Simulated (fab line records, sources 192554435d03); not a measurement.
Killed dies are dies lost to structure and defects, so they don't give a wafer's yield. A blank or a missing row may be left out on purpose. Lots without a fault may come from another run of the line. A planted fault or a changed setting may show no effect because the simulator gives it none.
Tool commonality check | flow n5_finfet | 10 lots, 30 wafers sampled

WHY IT WAS OPENED
At N5_BEOL_M4_RC_MEAS_101 the reading IOFF_P_LONG is flagged on 2 of 10 lots. Wafers without a fault read 0.000106 nA/um, standard deviation 8.7e-06.
Rule: a lot is flagged when every wafer of it that has a number lies more than 4 standard deviations from that mean, or none has a number. The other lots count as sound.

lot  | measured     | on        | IOFF_P_LONG (nA/um), wafer by wafer | flag
L526 | day 7 14:49  | prober-01 | 9.8e-05 9.7e-05 9.6e-05             |
L528 | day 8 05:29  | prober-01 | 0.000109 0.000112 0.00011           |
L529 | day 8 07:13  | prober-02 | 0.000118 0.000122 0.000121          |
L530 | day 8 10:10  | prober-02 | 0.000115 0.000117 0.000114          |
L532 | day 9 04:19  | prober-01 | 9.9e-05 9.9e-05 9.6e-05             |
L534 | day 10 02:51 | prober-01 | 0.000112 0.000119 0.000116          |
L536 | day 10 21:37 | prober-01 | 9.3e-05 9.2e-05 9.5e-05             |
L537 | day 11 00:17 | prober-01 | 0.000101 0.000104 0.000103          |
L538 | day 11 04:16 | prober-02 | 0.000261 0.000258 0.000254          | FLAGGED
L541 | day 11 10:55 | prober-02 | 0.000311 0.00032 0.000313           | FLAGGED
The numbers of the flagged lots are 0.000286 nA/um on average: +0.000180 nA/um against the usual, or +21 standard deviations.

WHICH TOOL RAN EACH LOT
The record holds 4 process steps before the reading, out of a route of 1938 steps. In each cell: the tool, then ch and the chambers that the sampled wafers went through, then the start.
lot  | flag    | N5_PMOS_HMC_CHANNEL_EPI_EPI_20 | N5_BEOL_M4_SPUTTER_81        | N5_BEOL_M4_SPUTTER_94        | N5_BEOL_M4_CMP_52
L526 |         | epi_rpcvd-04 ch 0, day 1 18:40 | pvd_sputter-01, day 7 12:12  | pvd_sputter-01, day 7 13:18  | cmp-04 ch 0,1,2, day 7 14:01
L528 |         | epi_rpcvd-02 ch 0, day 2 06:06 | pvd_sputter-03, day 8 02:46  | pvd_sputter-03, day 8 03:52  | cmp-02 ch 0,1,3, day 8 04:49
L529 |         | epi_rpcvd-02 ch 0, day 2 12:26 | pvd_sputter-01, day 8 04:45  | pvd_sputter-01, day 8 05:51  | cmp-04 ch 0,2,3, day 8 06:34
L530 |         | epi_rpcvd-03 ch 0, day 2 18:14 | pvd_sputter-01, day 8 07:45  | pvd_sputter-01, day 8 08:51  | cmp-01 ch 1,2,3, day 8 09:36
L532 |         | epi_rpcvd-02 ch 0, day 3 05:58 | pvd_sputter-03, day 9 01:54  | pvd_sputter-03, day 9 03:00  | cmp-04 ch 0,2,3, day 9 03:43
L534 |         | epi_rpcvd-03 ch 0, day 3 19:20 | pvd_sputter-02, day 10 00:24 | pvd_sputter-02, day 10 01:30 | cmp-04 ch 0,1,2, day 10 02:13
L536 |         | epi_rpcvd-02 ch 0, day 4 05:59 | pvd_sputter-03, day 10 19:11 | pvd_sputter-03, day 10 20:17 | cmp-02 ch 1,2,3, day 10 21:02
L537 |         | epi_rpcvd-02 ch 0, day 4 11:55 | pvd_sputter-03, day 10 21:43 | pvd_sputter-03, day 10 22:49 | cmp-02 ch 0,1,2, day 10 23:34
L538 | FLAGGED | epi_rpcvd-02 ch 0, day 4 18:38 | pvd_sputter-02, day 11 01:41 | pvd_sputter-02, day 11 02:47 | cmp-04 ch 0,1,3, day 11 03:31
L541 | FLAGGED | epi_rpcvd-02 ch 0, day 5 12:08 | pvd_sputter-03, day 11 08:29 | pvd_sputter-03, day 11 09:35 | cmp-01 ch 1,2, day 11 10:20
What these steps do:
- N5_PMOS_HMC_CHANNEL_EPI_EPI_20: deposits SiGe30, target thk 59 nm.
- N5_BEOL_M4_SPUTTER_81: material Cu, target thk 4.5 nm, time 8.29 s.
- N5_BEOL_M4_SPUTTER_94: material Cu, target thk 4.5 nm, time 8.29 s.
- N5_BEOL_M4_CMP_52: polishes, stops on SiOC, t overpolish 6.8 s, target thk 40 nm.
- N5_BEOL_M4_RC_MEAS_101

FLAGGED OVER TOTAL, TOOL BY TOOL (the gauges that took the reading come last)
step                           | tool           | lots run | flagged | share of the flagged lots | sound lots run after its first flagged lot
N5_PMOS_HMC_CHANNEL_EPI_EPI_20 | epi_rpcvd-02   | 7        | 2       | all                       | 0
N5_PMOS_HMC_CHANNEL_EPI_EPI_20 | epi_rpcvd-03   | 2        | 0       | none                      | -
N5_PMOS_HMC_CHANNEL_EPI_EPI_20 | epi_rpcvd-04   | 1        | 0       | none                      | -
N5_BEOL_M4_SPUTTER_81          | pvd_sputter-01 | 3        | 0       | none                      | -
N5_BEOL_M4_SPUTTER_81          | pvd_sputter-02 | 2        | 1       | some                      | 0
N5_BEOL_M4_SPUTTER_81          | pvd_sputter-03 | 5        | 1       | some                      | 0
N5_BEOL_M4_SPUTTER_94          | pvd_sputter-01 | 3        | 0       | none                      | -
N5_BEOL_M4_SPUTTER_94          | pvd_sputter-02 | 2        | 1       | some                      | 0
N5_BEOL_M4_SPUTTER_94          | pvd_sputter-03 | 5        | 1       | some                      | 0
N5_BEOL_M4_CMP_52              | cmp-01         | 2        | 1       | some                      | 0
N5_BEOL_M4_CMP_52              | cmp-02         | 3        | 0       | none                      | -
N5_BEOL_M4_CMP_52              | cmp-04         | 5        | 1       | some                      | 0
N5_BEOL_M4_RC_MEAS_101         | prober-01      | 6        | 0       | none                      | -
N5_BEOL_M4_RC_MEAS_101         | prober-02      | 4        | 2       | all                       | 0

WHAT THE TABLE ALLOWS
2 rows of the table ran every flagged lot: epi_rpcvd-02 at N5_PMOS_HMC_CHANNEL_EPI_EPI_20, prober-02 at N5_BEOL_M4_RC_MEAS_101.
- epi_rpcvd-02 at N5_PMOS_HMC_CHANNEL_EPI_EPI_20: 2 of its 7 lots flagged. Its last sound lot is L537 (day 4 11:55), its first flagged lot L538 (day 4 18:38): a fault that began between those two fits.
- prober-02 at N5_BEOL_M4_RC_MEAS_101: 2 of its 4 lots flagged. Its last sound lot is L530 (day 8 10:10), its first flagged lot L538 (day 11 04:16): a fault that began between those two fits.
Counting lots can't tell these 2 tools apart, because each fits a fault that began at some hour. More lots, or a look at what each step does to the wafer, might.

WHAT THE SIMULATOR HAD PUT IN
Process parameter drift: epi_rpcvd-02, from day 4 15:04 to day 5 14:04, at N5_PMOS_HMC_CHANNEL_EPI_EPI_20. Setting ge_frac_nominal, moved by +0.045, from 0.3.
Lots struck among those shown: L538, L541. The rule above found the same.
